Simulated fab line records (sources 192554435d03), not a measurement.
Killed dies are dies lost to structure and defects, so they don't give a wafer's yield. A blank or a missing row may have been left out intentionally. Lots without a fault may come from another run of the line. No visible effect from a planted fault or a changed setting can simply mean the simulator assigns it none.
Split-lot trial :: flow n5_finfet :: 39 wafers read from 7 lots, route of 1938 steps

== THE SPLIT ITSELF ==
At N5_BEOL_M3_ILD_DEP_00 (deposits SiOC from DEMS/O2, target thk 79 nm, time 15.3 s), the setting time_s was moved away from the recipe's 15.3 s on 18 of the 39 wafers read, by -54.2% to +49.1%. For the rest of the wafers, this setting stayed at what the recipe calls for.

No step appears in the file between the split and the reading.

== THE READING ==
M3_ILD_THK, in nm, at N5_BEOL_M3_THK_MEAS_01. Fault-free wafers of this fab line usually give 78.9 nm, standard deviation 0.94 nm.

wafer: L074.1
tool, chamber at the split: pecvd-01, 2
time_s as run, s: 15.3
against the recipe: recipe
M3_ILD_THK, nm: 79.4
against lot-mates on the recipe: -

wafer: L074.2
tool, chamber at the split: pecvd-01, 0
time_s as run, s: 15.3
against the recipe: recipe
M3_ILD_THK, nm: 78.4
against lot-mates on the recipe: -

wafer: L074.3
tool, chamber at the split: pecvd-01, 1
time_s as run, s: 15.3
against the recipe: recipe
M3_ILD_THK, nm: 79.1
against lot-mates on the recipe: -

wafer: L074.4
tool, chamber at the split: pecvd-01, 0
time_s as run, s: 21.06
against the recipe: +37.6%
M3_ILD_THK, nm: 109.9
against lot-mates on the recipe: +30.9

wafer: L074.5
tool, chamber at the split: pecvd-01, 1
time_s as run, s: 21.06
against the recipe: +37.6%
M3_ILD_THK, nm: 110.1
against lot-mates on the recipe: +31.1

wafer: L074.6
tool, chamber at the split: pecvd-01, 2
time_s as run, s: 21.06
against the recipe: +37.6%
M3_ILD_THK, nm: 109.6
against lot-mates on the recipe: +30.6

wafer: L079.1
tool, chamber at the split: pecvd-03, 1
time_s as run, s: 15.3
against the recipe: recipe
M3_ILD_THK, nm: 78.8
against lot-mates on the recipe: -

wafer: L079.2
tool, chamber at the split: pecvd-03, 2
time_s as run, s: 11.57
against the recipe: -24.4%
M3_ILD_THK, nm: 59.6
against lot-mates on the recipe: -19.7

wafer: L079.3
tool, chamber at the split: pecvd-03, 0
time_s as run, s: 11.57
against the recipe: -24.4%
M3_ILD_THK, nm: 59.4
against lot-mates on the recipe: -19.9

wafer: L079.4
tool, chamber at the split: pecvd-03, 0
time_s as run, s: 15.3
against the recipe: recipe
M3_ILD_THK, nm: 80.3
against lot-mates on the recipe: -

wafer: L079.5
tool, chamber at the split: pecvd-03, 1
time_s as run, s: 11.57
against the recipe: -24.4%
M3_ILD_THK, nm: 60.6
against lot-mates on the recipe: -18.7

wafer: L079.6
tool, chamber at the split: pecvd-03, 2
time_s as run, s: 15.3
against the recipe: recipe
M3_ILD_THK, nm: 78.7
against lot-mates on the recipe: -

wafer: L080.1
tool, chamber at the split: pecvd-01, 0
time_s as run, s: 9.242
against the recipe: -39.6%
M3_ILD_THK, nm: 47.3
against lot-mates on the recipe: -31.4

wafer: L080.2
tool, chamber at the split: pecvd-01, 1,0
time_s as run, s: 15.3
against the recipe: recipe
M3_ILD_THK, nm: 78.5
against lot-mates on the recipe: -

wafer: L080.3
tool, chamber at the split: pecvd-01, 2
time_s as run, s: 9.242
against the recipe: -39.6%
M3_ILD_THK, nm: 48.1
against lot-mates on the recipe: -30.6

wafer: L080.4
tool, chamber at the split: pecvd-01, 1
time_s as run, s: 15.3
against the recipe: recipe
M3_ILD_THK, nm: 79.0
against lot-mates on the recipe: -

wafer: L080.5
tool, chamber at the split: pecvd-01, 1,0
time_s as run, s: 15.3
against the recipe: recipe
M3_ILD_THK, nm: 78.5
against lot-mates on the recipe: -

wafer: L080.6
tool, chamber at the split: pecvd-01, 2
time_s as run, s: 9.242
against the recipe: -39.6%
M3_ILD_THK, nm: 48.5
against lot-mates on the recipe: -30.2

wafer: L078.1
tool, chamber at the split: pecvd-04, 1
time_s as run, s: 15.3
against the recipe: recipe
M3_ILD_THK, nm: 77.9
against lot-mates on the recipe: -

wafer: L078.2
tool, chamber at the split: pecvd-04, 0
time_s as run, s: 12.05
against the recipe: -21.2%
M3_ILD_THK, nm: 61.3
against lot-mates on the recipe: -17.5

wafer: L078.3
tool, chamber at the split: pecvd-04, 2
time_s as run, s: 12.05
against the recipe: -21.2%
M3_ILD_THK, nm: 61.6
against lot-mates on the recipe: -17.2

wafer: L078.4
tool, chamber at the split: pecvd-04, 2
time_s as run, s: 15.3
against the recipe: recipe
M3_ILD_THK, nm: 79.6
against lot-mates on the recipe: -

wafer: L078.5
tool, chamber at the split: pecvd-04, 1
time_s as run, s: 12.05
against the recipe: -21.2%
M3_ILD_THK, nm: 61.9
against lot-mates on the recipe: -16.9

wafer: L078.6
tool, chamber at the split: pecvd-04, 0
time_s as run, s: 15.3
against the recipe: recipe
M3_ILD_THK, nm: 78.9
against lot-mates on the recipe: -

wafer: L083.1
tool, chamber at the split: pecvd-01, 2,0
time_s as run, s: 22.81
against the recipe: +49.1%
M3_ILD_THK, nm: 116.2
against lot-mates on the recipe: +37.4

wafer: L083.2
tool, chamber at the split: pecvd-01, 1
time_s as run, s: 15.3
against the recipe: recipe
M3_ILD_THK, nm: 77.8
against lot-mates on the recipe: -

wafer: L083.3
tool, chamber at the split: pecvd-01, 2,0
time_s as run, s: 22.81
against the recipe: +49.1%
M3_ILD_THK, nm: 116.2
against lot-mates on the recipe: +37.4

wafer: L083.4
tool, chamber at the split: pecvd-01, 0
time_s as run, s: 15.3
against the recipe: recipe
M3_ILD_THK, nm: 79.4
against lot-mates on the recipe: -

wafer: L083.5
tool, chamber at the split: pecvd-01, 2
time_s as run, s: 22.81
against the recipe: +49.1%
M3_ILD_THK, nm: 117.9
against lot-mates on the recipe: +39.1

wafer: L083.6
tool, chamber at the split: pecvd-01, 1
time_s as run, s: 15.3
against the recipe: recipe
M3_ILD_THK, nm: 79.2
against lot-mates on the recipe: -

wafer: L094.2
tool, chamber at the split: pecvd-01, 2
time_s as run, s: 15.3
against the recipe: recipe
M3_ILD_THK, nm: 78.0
against lot-mates on the recipe: -

wafer: L094.4
tool, chamber at the split: pecvd-01, 1
time_s as run, s: 15.3
against the recipe: recipe
M3_ILD_THK, nm: 80.0
against lot-mates on the recipe: -

wafer: L094.6
tool, chamber at the split: pecvd-01, 0
time_s as run, s: 15.3
against the recipe: recipe
M3_ILD_THK, nm: 79.4
against lot-mates on the recipe: -

wafer: L095.1
tool, chamber at the split: pecvd-01, 0
time_s as run, s: 7.012
against the recipe: -54.2%
M3_ILD_THK, nm: 35.9
against lot-mates on the recipe: -43.1

wafer: L095.2
tool, chamber at the split: pecvd-01, 2
time_s as run, s: 7.012
against the recipe: -54.2%
M3_ILD_THK, nm: 36.9
against lot-mates on the recipe: -42.1

wafer: L095.3
tool, chamber at the split: pecvd-01, 0
time_s as run, s: 15.3
against the recipe: recipe
M3_ILD_THK, nm: 78.9
against lot-mates on the recipe: -

wafer: L095.4
tool, chamber at the split: pecvd-01, 2
time_s as run, s: 15.3
against the recipe: recipe
M3_ILD_THK, nm: 79.4
against lot-mates on the recipe: -

wafer: L095.5
tool, chamber at the split: pecvd-01, 0
time_s as run, s: 15.3
against the recipe: recipe
M3_ILD_THK, nm: 78.7
against lot-mates on the recipe: -

wafer: L095.6
tool, chamber at the split: pecvd-01, 2
time_s as run, s: 7.012
against the recipe: -54.2%
M3_ILD_THK, nm: 37.2
against lot-mates on the recipe: -41.8
Rows listing several chambers each stand for several wafers; the file does not say which wafer went through which chamber.

FIT RESULTS
A straight line over all 39 wafers: M3_ILD_THK changes by +0.787 nm for each +1% of time_s; r = +1.00; the points scatter about the line by 0.77 nm.
The same after taking each lot's own level away (the mean of its wafers on the recipe; 39 wafers): +0.787 nm for each +1%; r = +1.00; scatter 0.74 nm.
That fit puts the effect of the largest move of time_s on the reading at 43 nm.
The span of the lots' own levels, 78.67 to 79.27 nm, comes to 0.6 times the standard deviation stated above.
Hence the lot-to-lot level has little effect on the slope; both slopes agree.
Check: with one of the wafers moved furthest among these (-54.2%) left out of the fit, the line predicts -42.5 nm for it against its lot-mates. Against them it came out at -43.1 nm.

== THE WHOLE CHAIN: every reading that the file lists as answering this split, in the file's order ==
step: N5_BEOL_M3_ILD_DEP_00
what it does: deposits SiOC from DEMS/O2, target thk 79 nm, time 15.3 s
reading: SiOC_of_BEOL_M3_ILD_DEP_00.thk_nm (the simulator's own value, which no gauge read)
change (the file's fit): +0.787 nm for each +1% of the setting
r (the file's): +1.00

step: N5_BEOL_M3_THK_MEAS_01
what it does: 
reading: M3_ILD_THK
change (the file's fit): +0.786 for each +1% of the setting
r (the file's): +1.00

== FILE'S OWN FIT ==
M3_ILD_THK changes by +0.786 nm for each +1% of time_s, r = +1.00.
